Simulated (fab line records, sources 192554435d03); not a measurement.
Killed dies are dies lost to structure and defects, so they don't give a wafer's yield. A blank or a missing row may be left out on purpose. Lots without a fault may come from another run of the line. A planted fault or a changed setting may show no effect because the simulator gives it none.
Split-lot experiment | flow n5_finfet | 7 lots, 21 wafers read, on a route of 1938 steps

THE SPLIT
At N5_BEOL_M10_ETCH_41 (etches SiCN in CH3F/O2, target depth 42.6 nm, time 86 s), the setting source_w was moved away from the recipe's 395 W on 8 of the 21 wafers read, by -10.2% to +15.0%. The other wafers ran this setting at the recipe's value.

The reading is taken at the split's own step.

THE READING
rf_vpp_V, in V, at N5_BEOL_M10_ETCH_41 (etches SiCN in CH3F/O2, target depth 42.6 nm, time 86 s). Fault-free wafers of this fab line usually give 297.5 V, standard deviation 2 V.

wafer  | tool, chamber at the split | source_w as run, W | against the recipe | rf_vpp_V, V | against lot-mates on the recipe
L074.1 | rie_diel-01, 1             | 419                | +6.1%              | 291.9       | -8.3
L074.2 | rie_diel-01, 0             | 419                | +6.1%              | 291.4       | -8.8
L074.3 | rie_diel-01, 2             | 395                | recipe             | 300.2       | -
L077.3 | rie_diel-01, 3             | 414.1              | +4.8%              | 292.4       | no lot-mate on the recipe
L077.4 | rie_diel-01, 3             | 414.1              | +4.8%              | 291.1       | no lot-mate on the recipe
L077.5 | rie_diel-01, 0             | 414.1              | +4.8%              | 293.7       | no lot-mate on the recipe
L078.2 | rie_diel-01, 1             | 395                | recipe             | 297.4       | -
L078.4 | rie_diel-01, 3             | 354.8              | -10.2%             | 307.2       | +9.8
L078.5 | rie_diel-01, 0             | 354.8              | -10.2%             | 310.2       | +12.8
L081.3 | rie_diel-05, 3             | 395                | recipe             | 296.2       | -
L081.4 | rie_diel-05, 2             | 395                | recipe             | 300.2       | -
L081.5 | rie_diel-05, 1             | 395                | recipe             | 300.0       | -
L084.1 | rie_diel-06, 1             | 395                | recipe             | 296.5       | -
L084.4 | rie_diel-06, 0             | 395                | recipe             | 299.1       | -
L084.5 | rie_diel-06, 3             | 395                | recipe             | 298.7       | -
L087.1 | rie_diel-01, 2             | 395                | recipe             | 298.3       | -
L087.3 | rie_diel-01, 0             | 395                | recipe             | 296.8       | -
L087.4 | rie_diel-01, 3             | 395                | recipe             | 298.1       | -
L094.3 | rie_diel-05, 2             | 395                | recipe             | 299.5       | -
L094.4 | rie_diel-05, 1             | 395                | recipe             | 299.5       | -
L094.6 | rie_diel-05, 2             | 454.2              | +15.0%             | 286.0       | -13.5

THE FIT
A straight line over all 21 wafers: rf_vpp_V changes by -0.979 V for each +1% of source_w; r = -0.96; the points scatter about the line by 1.5 V.
The same after taking each lot's own level away (the mean of its wafers on the recipe; 18 wafers): -1.06 V for each +1%; r = -0.97; scatter 1.5 V.
On that fit, the largest move of source_w shifts the reading by 16 V.
The lots' own levels span 297.40 to 300.20 V, that is 1.4 times the standard deviation above.
So the lot-to-lot level changes the slope little: the two slopes agree.
Check: with one of the wafers moved furthest among these (+15.0%) left out of the fit, the line predicts -18.2 V for it against its lot-mates. It came out at -13.5 V against them.
Tool readings at the split's step, against how far the setting was moved: rf_vpp_V r = -0.96.

OTHER SPLITS ON THESE WAFERS
These wafers also went through other splits before the reading. Each is held against what the fit with the lots' levels taken away leaves over:
other split on the same wafers   | wafers away from the commonest value | r with rf_vpp_V (lot level and that fit taken away)
N5_BEOL_M6_TRENCH_ETCH_37 bias_w | 8                                    | +0.09
N5_BEOL_M7_EXPOSE_25 dose_mj     | 8                                    | +0.16
N5_BEOL_M7_DESCUM_33 time_s      | 5                                    | +0.15
N5_BEOL_M8_COAT_22 spin_rpm      | 5                                    | +0.08
N5_BEOL_M9_ETCH_66 time_s        | 7                                    | -0.35
N5_BEOL_M9_VIA_ETCH_34 source_w  | 10                                   | +0.28

THE FILE'S OWN FIT
rf_vpp_V changes by -1.01 V for each +1% of source_w, r = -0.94.
